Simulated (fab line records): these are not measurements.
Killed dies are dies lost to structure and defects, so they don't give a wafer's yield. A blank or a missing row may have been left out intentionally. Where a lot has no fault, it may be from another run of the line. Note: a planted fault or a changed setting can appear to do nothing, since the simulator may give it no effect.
Chamber matching    flow nand_harc    4 sister chambers for NHARC_A_BONDPAD_ETCH_34 on rie_diel-11
The step etches the open film in N2/H2, target depth 60 nm, overetch 18 nm, time 65.91 s. 4 wafers are shown with their chamber, then 7 later ones without.

== WAFERS, EACH WITH ITS CHAMBER ==
wafer   chamber  showerhead_plenum_p_Torr (Torr)
L084.6  1        2.01
L090.6  3        2.11
L092.1  2        1.88
L092.4  0        1.99

== WAFERS MISSING THEIR CHAMBER ==
wafer   showerhead_plenum_p_Torr (Torr)
L092.6  1.99
L095.3  2.00
L095.4  1.99
L095.5  2.11
L094.1  1.88
L094.3  2.00
L094.6  1.88

== THE CHAMBER EACH PASSED THROUGH ==
wafer   from the rows above      in truth
L092.6  0                        0
L095.3  can't be placed: 1 or 0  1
L095.4  0                        0
L095.5  3                        3
L094.1  2                        2
L094.3  can't be placed: 1 or 0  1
L094.6  2                        2
Correctly placed: 5 of 7. Unplaceable from these rows: 2, with the true chamber sitting among the candidates in 2. Wrongly placed: 0.
How it was worked out, from the rows above alone: a wafer's distance from a chamber is the root of the sum, over the readings, of the square of ((its reading less the chamber's mean) divided by the reading's scatter). If the next closest chamber is less than 2 further off than the closest, the wafer can't be placed; otherwise it belongs to the closest. The mean given for a chamber averages the wafers shown for that chamber. The scatter (one wafer shown for each chamber): square how far every hidden wafer sits from the nearest shown wafer, average those squares and take the square root.
